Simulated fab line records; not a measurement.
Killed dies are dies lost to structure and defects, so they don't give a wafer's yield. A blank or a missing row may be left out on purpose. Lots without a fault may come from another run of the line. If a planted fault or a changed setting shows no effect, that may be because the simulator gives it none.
fab line records	flow nand_harc
[record] lots = 24	wafers = 72	last_day = 24
route steps=1159 shown P_M0@272 P_M1@300 P_BONDPAD@374
lots with no fault: from the same line, run without faults
start_h: the number of hours between the record's first day and the start of the first shown wafer of the lot	wait_h: time in hours since the lot's previous step	" the same as in the row above	L1.1+2: one row covering several wafers at once	- no value present, or no start provided	* or withheld: withheld	< > ~ a bound
route shown NAME@n: names a module that has steps shown in the file, with the first one's number in the route	usual: the fault-free wafers' mean and standard deviation	same: alike in all rows	chamber/n: place in a boat	sites: each site's reading	_std_site: how widely they spread, as a standard deviation	_edge_site: mean of outer sites minus mean of inner sites	radius_mm: for every site, how far away it sits from the centre of the wafer	mask NAME#n: copy n	behind: the last tool/chamber to shape the wafer	hold: the reason the lot was held/the length of the hold in hours/how it ended	device: names the non-switching transistor (n, p or np)	end of line: tests of these same wafers at the route's end	step lacking rows: just its recipe	killed: dies lost to structure and defects at the first sort, not the wafer's yield	map: a wafer's dies, marking killed ones x, the rest . and places with no die _
set.NAME: the run value of the setting; set.NAME@STEP: its run value at that earlier step	model.NAME: the simulator's own value behind a step, which no gauge read
the route's steps for a sample of lots (tables are steps, rows are wafers)
services: from which hour (start_h, from the record's first day; less than 0 if before it) a tool's chamber was out of use, for how many hours, and why
[[steps]]
[step NHARC_P_M0_DEGAS_28]
[recipe] temp_c = 250	time_s = 60
[usual] heater_power_w = 327/37
lot.wafer	tool	chamber	start_h	wait_h	heater_power_w
L074.4	pvd_sputter-02	-	109.67	-	288
L074.2	"	-	"	"	341
L074.6	"	-	"	"	321
L075.3	pvd_sputter-01	-	126.92	-	309
L075.1	"	-	"	"	282
L075.6	"	-	"	"	277
L076.3	pvd_sputter-01	-	127.65	-	299
L076.2	"	-	"	"	277
L076.5	"	-	"	"	344
L078.3	pvd_sputter-01	-	143.27	-	275
L078.5	"	-	"	"	344
L078.6	"	-	"	"	296
L077.1	pvd_sputter-03	-	143.75	-	443
L077.3	"	-	"	"	368
L077.5	"	-	"	"	360
L079.2	pvd_sputter-01	-	149.28	-	300
L079.1	"	-	"	"	311
L079.3	"	-	"	"	283
L081.4	pvd_sputter-03	-	154.15	-	355
L081.6	"	-	"	"	359
L081.5	"	-	"	"	442
L080.1	pvd_sputter-02	-	154.97	-	311
L080.6	"	-	"	"	354
L080.5	"	-	"	"	312
L083.2	pvd_sputter-02	-	169.85	-	321
L083.4	"	-	"	"	345
L083.3	"	-	"	"	320
L082.4	pvd_sputter-01	-	170.41	-	293
L082.3	"	-	"	"	309
L082.6	"	-	"	"	292
L085.3	pvd_sputter-01	-	191.30	-	289
L085.1	"	-	"	"	314
L085.5	"	-	"	"	333
L086.3	pvd_sputter-02	-	200.61	-	324
L086.1	"	-	"	"	299
L086.5	"	-	"	"	318
L087.3	pvd_sputter-03	-	201.12	-	334
L087.2	"	-	"	"	364
L087.5	"	-	"	"	434
L084.4	pvd_sputter-02	-	208.26	-	284
L084.2	"	-	"	"	351
L084.3	"	-	"	"	310
L089.4	pvd_sputter-01	-	214.63	-	310
L089.3	"	-	"	"	340
L089.5	"	-	"	"	302
L088.1	pvd_sputter-01	-	214.84	-	289
L088.3	"	-	"	"	325
L088.6	"	-	"	"	326
L090.2	pvd_sputter-03	-	220.22	-	359
L090.1	"	-	"	"	349
L090.3	"	-	"	"	437
L093.2	pvd_sputter-03	-	227.03	-	442
L093.3	"	-	"	"	359
L093.6	"	-	"	"	367
L094.1	pvd_sputter-03	-	227.85	-	334
L094.3	"	-	"	"	432
L094.5	"	-	"	"	361
L091.4	pvd_sputter-01	-	228.14	-	308
L091.5	"	-	"	"	317
L091.6	"	-	"	"	297
L092.1	pvd_sputter-02	-	235.87	-	306
L092.2	"	-	"	"	299
L092.6	"	-	"	"	343
L096.4	pvd_sputter-01	-	246.07	-	294
L096.3	"	-	"	"	331
L096.1	"	-	"	"	316
L095.4	pvd_sputter-02	-	246.77	-	345
L095.2	"	-	"	"	304
L095.3	"	-	"	"	290
L097.3	pvd_sputter-01	-	251.08	-	327
L097.2	"	-	"	"	312
L097.6	"	-	"	"	321
[step NHARC_P_M0_PVD_20]
[recipe] target_thk_a = 50	bias_v = 168.6	power_w = 15000	chamber_pressure_pa = 0.12	time_s = 8.06	substrate_temp_c = 50	material = TaN
[usual] throttle_valve_pct = 30.3/1.3
lot.wafer	tool	chamber	start_h	wait_h	throttle_valve_pct
L074.2	pvd_sputter-02	-	-	-	30.1
L074.4	"	-	"	"	31.0
L074.6	"	-	"	"	30.4
L075.1	pvd_sputter-01	-	-	-	31.8
L075.3	"	-	"	"	28.2
L075.6	"	-	"	"	32.2
L076.2	pvd_sputter-01	-	-	-	30.8
L076.3	"	-	"	"	28.2
L076.5	"	-	"	"	30.5
L078.3	pvd_sputter-01	-	-	-	28.2
L078.5	"	-	"	"	28.2
L078.6	"	-	"	"	32.3
L077.3	pvd_sputter-03	-	-	-	30.1
L077.1	"	-	"	"	30.1
L077.5	"	-	"	"	31.6
L079.1	pvd_sputter-01	-	-	-	30.6
L079.2	"	-	"	"	28.3
L079.3	"	-	"	"	32.3
L081.4	pvd_sputter-03	-	-	-	30.1
L081.5	"	-	"	"	31.3
L081.6	"	-	"	"	30.0
L080.1	pvd_sputter-02	-	-	-	30.5
L080.5	"	-	"	"	28.5
L080.6	"	-	"	"	31.1
L083.2	pvd_sputter-02	-	-	-	28.4
L083.4	"	-	"	"	30.0
L083.3	"	-	"	"	30.2
L082.4	pvd_sputter-01	-	-	-	31.6
L082.3	"	-	"	"	31.2
L082.6	"	-	"	"	31.7
L085.3	pvd_sputter-01	-	-	-	31.3
L085.1	"	-	"	"	31.3
L085.5	"	-	"	"	31.1
L086.3	pvd_sputter-02	-	-	-	30.7
L086.1	"	-	"	"	30.4
L086.5	"	-	"	"	30.4
L087.2	pvd_sputter-03	-	-	-	30.3
L087.3	"	-	"	"	31.7
L087.5	"	-	"	"	30.5
L084.4	pvd_sputter-02	-	-	-	30.3
L084.3	"	-	"	"	28.5
L084.2	"	-	"	"	31.1
L089.4	pvd_sputter-01	-	-	-	31.4
L089.3	"	-	"	"	31.2
L089.5	"	-	"	"	31.1
L088.1	pvd_sputter-01	-	-	-	31.0
L088.3	"	-	"	"	31.7
L088.6	"	-	"	"	31.2
L090.2	pvd_sputter-03	-	-	-	30.2
L090.3	"	-	"	"	29.9
L090.1	"	-	"	"	31.5
L093.3	pvd_sputter-03	-	-	-	31.6
L093.2	"	-	"	"	30.0
L093.6	"	-	"	"	31.5
L094.3	pvd_sputter-03	-	-	-	30.1
L094.1	"	-	"	"	31.6
L094.5	"	-	"	"	30.3
L091.4	pvd_sputter-01	-	-	-	27.4
L091.6	"	-	"	"	27.7
L091.5	"	-	"	"	31.5
L092.1	pvd_sputter-02	-	-	-	30.6
L092.2	"	-	"	"	30.2
L092.6	"	-	"	"	30.6
L096.4	pvd_sputter-01	-	-	-	27.9
L096.1	"	-	"	"	31.3
L096.3	"	-	"	"	31.0
L095.2	pvd_sputter-02	-	-	-	30.5
L095.3	"	-	"	"	30.7
L095.4	"	-	"	"	30.2
L097.2	pvd_sputter-01	-	-	-	27.6
L097.3	"	-	"	"	31.4
L097.6	"	-	"	"	31.6
[step NHARC_P_M1_ETCH_15]
[recipe] target_depth_a = 1825	time_s = 91.2	c4f8_flow_sccm = withheld	ar_flow_sccm = 400	rf_w = 600	bias_w = 300	chemistry = C4F8/Ar
[usual] oes_product_au = 0.957/0.023	rf_vpp_V = 440.8/1.8
lot.wafer	tool	chamber	start_h	wait_h	oes_product_au	rf_hours_counter_h	rf_vpp_V
L074.4	rie_diel-03	1	-	-	0.963	5	440.1
L074.2	"	0	"	"	0.975	5	442.5
L074.6	"	1	"	"	0.965	-	440.7
L075.3	rie_diel-03	3	-	-	0.990	6	441.3
L075.1	"	2	"	"	0.966	6	443.1
L075.6	"	0	"	"	0.967	-	442.8
L076.3	rie_diel-01	3	-	-	0.979	4	437.1
L076.2	"	0	"	"	0.976	4	438.4
L076.5	"	1	"	"	0.970	-	443.1
L078.3	rie_diel-07	0	-	-	0.972	7	439.5
L078.5	"	0	"	"	0.965	-	438.4
L078.6	"	1	"	"	0.963	-	440.0
L077.3	rie_diel-01	1	-	-	0.990	0	443.0
L077.1	"	3	"	"	0.983	0	438.1
L077.5	"	0	"	"	0.990	-	442.3
L079.2	rie_diel-03	2	-	-	0.926	7	442.3
L079.1	"	0	"	"	0.925	7	444.2
L079.3	"	1	"	"	0.974	7	439.6
L081.4	rie_diel-01	1	-	-	0.995	0	441.8
L081.5	"	1	"	"	0.991	-	443.0
L081.6	"	2	"	"	0.972	-	443.5
L080.1	rie_diel-01	1	-	-	0.981	0	441.8
L080.6	"	1	"	"	0.978	-	442.0
L080.5	"	2	"	"	0.974	-	443.5
L083.2	rie_diel-01	1	-	-	0.943	0	442.1
L083.3	"	3	"	"	0.935	0	438.3
L083.4	"	1	"	"	0.947	-	443.0
L082.4	rie_diel-03	2	-	-	0.956	8	440.7
L082.3	"	0	"	"	0.966	9	441.9
L082.6	"	2	"	"	0.948	-	441.7
L085.1	rie_diel-03	0	-	-	0.929	9	442.4
L085.3	"	3	"	"	0.930	8	440.7
L085.5	"	1	"	"	0.929	-	438.2
L086.1	rie_diel-07	1	-	-	0.928	11	440.0
L086.3	"	0	"	"	0.933	10	437.8
L086.5	"	1	"	"	0.928	-	440.7
L087.3	rie_diel-07	1	-	-	0.965	11	439.3
L087.2	"	3	"	"	0.978	11	438.8
L087.5	"	0	"	"	0.975	-	439.7
L084.2	rie_diel-03	3	-	-	0.930	9	441.0
L084.3	"	1	"	"	0.924	9	441.4
L084.4	"	2	"	"	0.923	9	442.9
L089.3	rie_diel-01	0	-	-	0.974	1	440.3
L089.4	"	1	"	"	0.989	1	443.6
L089.5	"	3	"	"	0.967	-	437.4
L088.1	rie_diel-07	0	-	-	0.926	11	439.8
L088.3	"	1	"	"	0.926	12	440.5
L088.6	"	2	"	"	0.922	-	442.7
L090.1	rie_diel-07	1	-	-	0.916	13	440.5
L090.3	"	3	"	"	0.917	12	439.8
L090.2	"	0	"	"	0.955	12	438.8
L093.2	rie_diel-03	3	-	-	0.964	0	440.6
L093.3	"	0	"	"	0.981	0	441.1
L093.6	"	2	"	"	0.957	-	440.3
L094.1	rie_diel-03	0	-	-	0.988	0	443.2
L094.3	"	1	"	"	0.967	0	440.0
L094.5	"	3	"	"	0.963	-	442.3
L091.5	rie_diel-01	2	-	-	0.962	-	442.7
L091.6	"	3	"	"	0.964	-	437.0
L091.4	"	0	"	"	0.964	-	441.3
L092.2	rie_diel-01	1	-	-	0.966	2	442.3
L092.1	"	2	"	"	0.978	2	443.5
L092.6	"	3	"	"	0.975	-	439.2
L096.3	rie_diel-03	1	-	-	0.922	2	439.9
L096.4	"	2	"	"	0.922	2	442.3
L096.1	"	3	"	"	0.938	2	440.3
L095.2	rie_diel-01	2	-	-	0.971	3	442.5
L095.3	"	3	"	"	0.958	2	436.9
L095.4	"	1	"	"	0.976	2	443.7
L097.3	rie_diel-03	1	-	-	0.960	2	439.2
L097.2	"	2	"	"	0.944	2	441.4
L097.6	"	2	"	"	0.958	-	440.0
[step NHARC_P_M1_PVD_21]
[recipe] target_thk_a = 300	chamber_pressure_pa = 5	power_w = 5000	substrate_temp_c = 30	time_s = 20.49	material = Cu
[usual] throttle_valve_pct = 30.4/1.2
lot.wafer	tool	chamber	start_h	wait_h	throttle_valve_pct
L074.2	pvd_sputter-03	-	-	-	30.5
L074.4	"	-	"	"	31.5
L074.6	"	-	"	"	30.3
L075.1	pvd_sputter-01	-	-	-	32.0
L075.3	"	-	"	"	28.6
L075.6	"	-	"	"	32.3
L076.3	pvd_sputter-02	-	-	-	30.5
L076.2	"	-	"	"	30.3
L076.5	"	-	"	"	28.6
L078.3	pvd_sputter-03	-	-	-	29.9
L078.5	"	-	"	"	30.1
L078.6	"	-	"	"	31.4
L077.1	pvd_sputter-03	-	-	-	29.9
L077.3	"	-	"	"	30.2
L077.5	"	-	"	"	31.5
L079.1	pvd_sputter-01	-	-	-	32.2
L079.2	"	-	"	"	30.6
L079.3	"	-	"	"	28.8
L081.4	pvd_sputter-02	-	-	-	30.2
L081.5	"	-	"	"	30.2
L081.6	"	-	"	"	30.5
L080.1	pvd_sputter-02	-	-	-	30.3
L080.6	"	-	"	"	30.3
L080.5	"	-	"	"	30.4
L083.3	pvd_sputter-03	-	-	-	30.3
L083.2	"	-	"	"	30.2
L083.4	"	-	"	"	31.3
L082.4	pvd_sputter-02	-	-	-	30.7
L082.3	"	-	"	"	30.4
L082.6	"	-	"	"	30.9
L085.1	pvd_sputter-01	-	-	-	27.7
L085.3	"	-	"	"	31.6
L085.5	"	-	"	"	27.9
L086.3	pvd_sputter-01	-	-	-	27.6
L086.1	"	-	"	"	31.4
L086.5	"	-	"	"	31.2
L087.2	pvd_sputter-01	-	-	-	31.6
L087.3	"	-	"	"	27.7
L087.5	"	-	"	"	31.5
L084.3	pvd_sputter-01	-	-	-	31.2
L084.2	"	-	"	"	31.1
L084.4	"	-	"	"	31.3
L089.3	pvd_sputter-01	-	-	-	27.8
L089.4	"	-	"	"	31.2
L089.5	"	-	"	"	31.1
L088.1	pvd_sputter-01	-	-	-	27.5
L088.3	"	-	"	"	31.1
L088.6	"	-	"	"	27.5
L090.2	pvd_sputter-03	-	-	-	31.5
L090.3	"	-	"	"	30.2
L090.1	"	-	"	"	30.4
L093.3	pvd_sputter-02	-	-	-	30.6
L093.2	"	-	"	"	30.6
L093.6	"	-	"	"	30.5
L094.1	pvd_sputter-02	-	-	-	30.2
L094.3	"	-	"	"	28.6
L094.5	"	-	"	"	31.2
L091.4	pvd_sputter-03	-	-	-	30.6
L091.5	"	-	"	"	30.0
L091.6	"	-	"	"	30.4
L092.2	pvd_sputter-03	-	-	-	31.5
L092.1	"	-	"	"	30.2
L092.6	"	-	"	"	30.1
L096.4	pvd_sputter-01	-	-	-	31.1
L096.3	"	-	"	"	31.1
L096.1	"	-	"	"	31.2
L095.2	pvd_sputter-02	-	-	-	30.5
L095.3	"	-	"	"	30.8
L095.4	"	-	"	"	28.6
L097.2	pvd_sputter-02	-	-	-	30.3
L097.3	"	-	"	"	30.7
L097.6	"	-	"	"	30.2
[step NHARC_P_M1_ANNEAL_31]
[recipe] temp_c = 225	time_s = 90
[usual] wafer_temp_C_max = 226.3/0.37
lot.wafer	tool	chamber	start_h	wait_h	wafer_temp_C_max
L074.2	rtp_anneal-02	0	114.85	-	226.3
L074.4	"	0	"	"	226.7
L074.6	"	0	"	"	226.4
L075.1	rtp_anneal-01	0	131.69	-	226.1
L075.3	"	0	"	"	226.3
L075.6	"	0	"	"	226.0
L076.2	rtp_anneal-02	0	132.75	0.4	226.7
L076.3	"	0	"	"	226.7
L076.5	"	0	"	"	226.4
L078.3	rtp_anneal-02	0	148.26	-	226.6
L078.5	"	0	"	"	226.3
L078.6	"	0	"	"	226.5
L077.1	rtp_anneal-02	0	148.65	-	226.3
L077.3	"	0	"	"	226.3
L077.5	"	0	"	"	226.2
L079.1	rtp_anneal-01	0	154.20	-	226.2
L079.2	"	0	"	"	226.1
L079.3	"	0	"	"	226.1
L081.4	rtp_anneal-02	0	159.21	-	226.6
L081.5	"	0	"	"	226.9
L081.6	"	0	"	"	226.6
L080.1	rtp_anneal-01	0	160.03	-	226.2
L080.5	"	0	"	"	225.8
L080.6	"	0	"	"	226.1
L083.2	rtp_anneal-02	0	175.03	-	226.1
L083.3	"	0	"	"	226.7
L083.4	"	0	"	"	226.1
L082.3	rtp_anneal-01	0	175.59	-	225.9
L082.4	"	0	"	"	226.1
L082.6	"	0	"	"	226.0
L085.1	rtp_anneal-02	0	196.57	-	226.8
L085.3	"	0	"	"	226.6
L085.5	"	0	"	"	226.4
L086.1	rtp_anneal-01	0	206.51	-	225.7
L086.3	"	0	"	"	226.1
L086.5	"	0	"	"	225.8
L087.2	rtp_anneal-02	0	207.17	0.4	226.3
L087.3	"	0	"	"	226.8
L087.5	"	0	"	"	226.6
L084.2	rtp_anneal-02	0	213.25	0.4	226.9
L084.3	"	0	"	"	226.5
L084.4	"	0	"	"	226.6
L089.3	rtp_anneal-02	0	219.89	-	226.5
L089.4	"	0	"	"	226.3
L089.5	"	0	"	"	226.9
L088.1	rtp_anneal-01	0	220.00	0.3	226.1
L088.3	"	0	"	"	226.1
L088.6	"	0	"	"	226.1
L090.1	rtp_anneal-01	0	224.99	0.3	225.8
L090.2	"	0	"	"	225.9
L090.3	"	0	"	"	225.8
L093.2	rtp_anneal-01	0	232.20	0.3	226.2
L093.3	"	0	"	"	226.3
L093.6	"	0	"	"	226.2
L094.1	rtp_anneal-01	0	232.69	0.3	226.5
L094.3	"	0	"	"	225.8
L094.5	"	0	"	"	226.1
L091.4	rtp_anneal-02	0	233.72	-	226.0
L091.5	"	0	"	"	226.3
L091.6	"	0	"	"	226.3
L092.1	rtp_anneal-02	0	241.57	-	226.8
L092.2	"	0	"	"	227.2
L092.6	"	0	"	"	226.8
L096.1	rtp_anneal-01	0	250.99	-	226.5
L096.3	"	0	"	"	226.4
L096.4	"	0	"	"	225.9
L095.2	rtp_anneal-01	0	251.74	0.3	226.0
L095.3	"	0	"	"	226.0
L095.4	"	0	"	"	225.9
L097.2	rtp_anneal-02	0	255.96	0.3	226.8
L097.3	"	0	"	"	226.8
L097.6	"	0	"	"	227.5
[step NHARC_P_BONDPAD_DEGAS_25]
[recipe] temp_c = 300	time_s = 60
[usual] heater_power_w = 469/57
lot.wafer	tool	chamber	start_h	wait_h	heater_power_w
L074.4	pvd_sputter-02	-	122.79	-	429
L074.2	"	-	"	"	407
L074.6	"	-	"	"	493
L075.3	pvd_sputter-01	-	139.80	-	406
L075.1	"	-	"	"	416
L075.6	"	-	"	"	418
L076.3	pvd_sputter-03	-	140.59	-	472
L076.2	"	-	"	"	607
L076.5	"	-	"	"	506
L078.3	pvd_sputter-03	-	156.11	-	501
L078.6	"	-	"	"	478
L078.5	"	-	"	"	504
L077.1	pvd_sputter-02	-	156.90	-	490
L077.3	"	-	"	"	435
L077.5	"	-	"	"	495
L079.3	pvd_sputter-02	-	162.48	-	493
L079.1	"	-	"	"	434
L079.2	"	-	"	"	405
L081.4	pvd_sputter-03	-	167.29	-	610
L081.6	"	-	"	"	499
L081.5	"	-	"	"	602
L080.1	pvd_sputter-03	-	168.18	-	513
L080.5	"	-	"	"	466
L080.6	"	-	"	"	492
L083.4	pvd_sputter-01	-	183.16	-	447
L083.3	"	-	"	"	430
L083.2	"	-	"	"	407
L082.4	pvd_sputter-03	-	183.45	-	495
L082.3	"	-	"	"	463
L082.6	"	-	"	"	621
L085.3	pvd_sputter-01	-	204.80	-	412
L085.1	"	-	"	"	469
L085.5	"	-	"	"	433
L086.3	pvd_sputter-03	-	214.58	-	477
L086.1	"	-	"	"	523
L086.5	"	-	"	"	484
L087.2	pvd_sputter-01	-	215.19	-	417
L087.3	"	-	"	"	466
L087.5	"	-	"	"	410
L084.2	pvd_sputter-01	-	221.00	-	435
L084.3	"	-	"	"	414
L084.4	"	-	"	"	461
L089.4	pvd_sputter-01	-	227.67	-	460
L089.3	"	-	"	"	438
L089.5	"	-	"	"	435
L088.1	pvd_sputter-01	-	228.09	-	409
L088.3	"	-	"	"	462
L088.6	"	-	"	"	418
L090.1	pvd_sputter-02	-	233.43	-	431
L090.2	"	-	"	"	488
L090.3	"	-	"	"	426
L093.2	pvd_sputter-02	-	240.51	-	481
L093.3	"	-	"	"	416
L093.6	"	-	"	"	431
L094.3	pvd_sputter-01	-	241.02	-	420
L094.1	"	-	"	"	432
L094.5	"	-	"	"	416
L091.4	pvd_sputter-03	-	241.69	-	604
L091.6	"	-	"	"	497
L091.5	"	-	"	"	606
L092.2	pvd_sputter-03	-	249.74	-	480
L092.1	"	-	"	"	505
L092.6	"	-	"	"	474
L096.4	pvd_sputter-02	-	259.93	-	428
L096.3	"	-	"	"	443
L096.1	"	-	"	"	411
L095.2	pvd_sputter-03	-	260.28	-	501
L095.4	"	-	"	"	509
L095.3	"	-	"	"	472
L097.3	pvd_sputter-01	-	264.26	-	419
L097.2	"	-	"	"	441
L097.6	"	-	"	"	412
[[services]]
tool	chamber	start_h	hours	kind
rie_diel-03	0	96.30	-	clean
rie_diel-03	1	96.30	-	clean
pvd_sputter-03	-	102.00	10.0	pm
rie_diel-07	0	105.43	8.5	repair
pvd_sputter-03	-	122.19	4.2	repair
rie_diel-01	-	137.80	9.0	pm
pvd_sputter-01	-	147.89	1.3	repair
rie_diel-07	3	149.70	3.9	repair
pvd_sputter-01	-	158.00	10.0	pm
rie_diel-03	2	159.46	1.2	repair
rie_diel-01	0	168.57	15.0	repair
pvd_sputter-01	-	169.28	0.5	repair
rie_diel-07	1	170.41	8.4	repair
rie_diel-01	3	176.85	10.7	repair
rie_diel-07	-	200.32	0.7	repair
pvd_sputter-02	-	214.05	10.0	pm
rie_diel-03	-	215.30	9.0	pm
rie_diel-01	1	224.68	7.4	repair
rie_diel-07	-	228.20	9.0	pm
pvd_sputter-01	-	234.33	4.0	repair
rie_diel-01	-	236.25	0.5	repair
rie_diel-03	0	236.58	8.6	repair
rie_diel-01	1	253.37	2.5	repair
pvd_sputter-02	-	262.55	2.4	repair
[[key]]
fault none
